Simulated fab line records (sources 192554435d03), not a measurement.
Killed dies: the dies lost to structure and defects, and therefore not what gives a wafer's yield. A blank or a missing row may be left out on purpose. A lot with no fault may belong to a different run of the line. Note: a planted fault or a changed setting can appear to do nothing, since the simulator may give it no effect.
Split-lot study / flow n5-finfet / 7 lots, 21 wafers read, on a route of 1938 steps

== ON THE SPLIT ==
At N5_BEOL_M14_COAT_58 (time 60 s, resist thk 89 nm), the setting spin-rpm was moved away from the recipe's 1500 rpm on 7 of the 21 wafers read, by -6.3% to +7.3%. For the rest of the wafers, this setting stayed at what the recipe calls for.

== FROM THE SPLIT TO THE READING: what the file shows between them, 3 steps ==
- N5_BEOL_M14_COAT_04: resist thk 800 nm
- N5_BEOL_M14_EBR_06
- N5_BEOL_M14_DESCUM_15: chemistry O2, time 7.9 s

== THE READING ==
etch.depth-nm (the simulator's own value, which no gauge read), in nm, at N5_BEOL_M14_ETCH_59 (etches BARC in N2/H2, target depth 89 nm, overetch 26.7 nm, time 67.9 s). The file does not state a usual value for it. Here, 14 wafers ran the recipe; their average is 89.20 nm with a standard deviation of 0.18 nm.

wafer=L074.1; tool, chamber at the split=litho-track-02, 0; spin-rpm as run, rpm=1500; against the recipe=recipe; etch.depth-nm, nm=89.23; against lot-mates on the recipe=-
wafer=L074.2; tool, chamber at the split=litho-track-02, 0; spin-rpm as run, rpm=1500; against the recipe=recipe; etch.depth-nm, nm=89.49; against lot-mates on the recipe=-
wafer=L074.4; tool, chamber at the split=litho-track-02, 0; spin-rpm as run, rpm=1500; against the recipe=recipe; etch.depth-nm, nm=89.31; against lot-mates on the recipe=-
wafer=L076.1; tool, chamber at the split=litho-track-05, 0; spin-rpm as run, rpm=1500; against the recipe=recipe; etch.depth-nm, nm=88.76; against lot-mates on the recipe=-
wafer=L076.3; tool, chamber at the split=litho-track-05, 0; spin-rpm as run, rpm=1598; against the recipe=+6.5%; etch.depth-nm, nm=86.55; against lot-mates on the recipe=-2.21
wafer=L076.4; tool, chamber at the split=litho-track-05, 0; spin-rpm as run, rpm=1598; against the recipe=+6.5%; etch.depth-nm, nm=86.25; against lot-mates on the recipe=-2.51
wafer=L078.2; tool, chamber at the split=litho-track-01, 0; spin-rpm as run, rpm=1411; against the recipe=-5.9%; etch.depth-nm, nm=91.95; against lot-mates on the recipe=+2.67
wafer=L078.3; tool, chamber at the split=litho-track-01, 0; spin-rpm as run, rpm=1411; against the recipe=-5.9%; etch.depth-nm, nm=92.34; against lot-mates on the recipe=+3.06
wafer=L078.4; tool, chamber at the split=litho-track-01, 0; spin-rpm as run, rpm=1500; against the recipe=recipe; etch.depth-nm, nm=89.28; against lot-mates on the recipe=-
wafer=L082.3; tool, chamber at the split=litho-track-02, 0; spin-rpm as run, rpm=1610; against the recipe=+7.3%; etch.depth-nm, nm=85.87; against lot-mates on the recipe=-3.13
wafer=L082.5; tool, chamber at the split=litho-track-02, 0; spin-rpm as run, rpm=1500; against the recipe=recipe; etch.depth-nm, nm=89; against lot-mates on the recipe=-
wafer=L082.6; tool, chamber at the split=litho-track-02, 0; spin-rpm as run, rpm=1610; against the recipe=+7.3%; etch.depth-nm, nm=86; against lot-mates on the recipe=-3.00
wafer=L090.1; tool, chamber at the split=litho-track-01, 0; spin-rpm as run, rpm=1500; against the recipe=recipe; etch.depth-nm, nm=89.07; against lot-mates on the recipe=-
wafer=L090.4; tool, chamber at the split=litho-track-01, 0; spin-rpm as run, rpm=1500; against the recipe=recipe; etch.depth-nm, nm=89.33; against lot-mates on the recipe=-
wafer=L090.6; tool, chamber at the split=litho-track-01, 0; spin-rpm as run, rpm=1500; against the recipe=recipe; etch.depth-nm, nm=89.27; against lot-mates on the recipe=-
wafer=L089.1; tool, chamber at the split=litho-track-05, 0; spin-rpm as run, rpm=1500; against the recipe=recipe; etch.depth-nm, nm=89.27; against lot-mates on the recipe=-
wafer=L089.2; tool, chamber at the split=litho-track-05, 0; spin-rpm as run, rpm=1500; against the recipe=recipe; etch.depth-nm, nm=89.24; against lot-mates on the recipe=-
wafer=L089.5; tool, chamber at the split=litho-track-05, 0; spin-rpm as run, rpm=1500; against the recipe=recipe; etch.depth-nm, nm=89.26; against lot-mates on the recipe=-
wafer=L094.2; tool, chamber at the split=litho-track-01, 0; spin-rpm as run, rpm=1406; against the recipe=-6.3%; etch.depth-nm, nm=92.04; against lot-mates on the recipe=+2.86
wafer=L094.4; tool, chamber at the split=litho-track-01, 0; spin-rpm as run, rpm=1500; against the recipe=recipe; etch.depth-nm, nm=89.38; against lot-mates on the recipe=-
wafer=L094.5; tool, chamber at the split=litho-track-01, 0; spin-rpm as run, rpm=1500; against the recipe=recipe; etch.depth-nm, nm=88.98; against lot-mates on the recipe=-

FIT RESULTS
A straight line over all 21 wafers: etch.depth-nm changes by -0.455 nm for each +1% of spin-rpm; r = -0.99; the points scatter about the line by 0.2 nm.
The same after taking each lot's own level away (the mean of its wafers on the recipe; 21 wafers): -0.425 nm for each +1%; r = -0.99; scatter 0.2 nm.
That fit puts the effect of the largest move of spin-rpm on the reading at 3.1 nm.
From 88.760 to 89.343 nm: that is the span of the lots' own levels, equal to 3.2 times the standard deviation above.
Hence the lot-to-lot level has little effect on the slope; both slopes agree.
Check: with one of the wafers moved furthest among these (+7.3%) left out of the fit, the line predicts -3 nm for it against its lot-mates. It came out at -3.13 nm against them.

== FURTHER SPLITS ON THESE WAFERS ==
Before the reading, these wafers also passed through other splits. Each is held against what the fit with the lots' levels taken away leaves over:
other split on the same wafers=N5_BEOL_M12_COAT_22 spin-rpm; wafers away from the commonest value=8; r with etch.depth-nm (lot level and that fit taken away)=+0.29
other split on the same wafers=N5_BEOL_M12_SPUTTER_43 power-w; wafers away from the commonest value=12; r with etch.depth-nm (lot level and that fit taken away)=-0.22
other split on the same wafers=N5_BEOL_M13_SPUTTER_44 power-w; wafers away from the commonest value=5; r with etch.depth-nm (lot level and that fit taken away)=-0.02

== THE WHOLE CHAIN: every reading that the file lists as answering this split, in the file's order ==
step=N5_BEOL_M14_COAT_58; what it does=time 60 s, resist thk 89 nm; reading=BARC_of_BEOL_M14_COAT_58.thk-nm (the simulator's own value, which no gauge read); change (the file's fit)=-0.432 nm for each +1% of the setting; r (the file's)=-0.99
step=N5_BEOL_M14_ETCH_59; what it does=etches BARC in N2/H2, target depth 89 nm, overetch 26.7 nm, time 67.9 s; reading=etch.depth-nm (the simulator's own value, which no gauge read); change (the file's fit)=-0.426 nm for each +1% of the setting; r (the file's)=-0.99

== THE FILE'S OWN FIT ==
etch.depth-nm changes by -0.426 nm for each +1% of spin-rpm, r = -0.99.
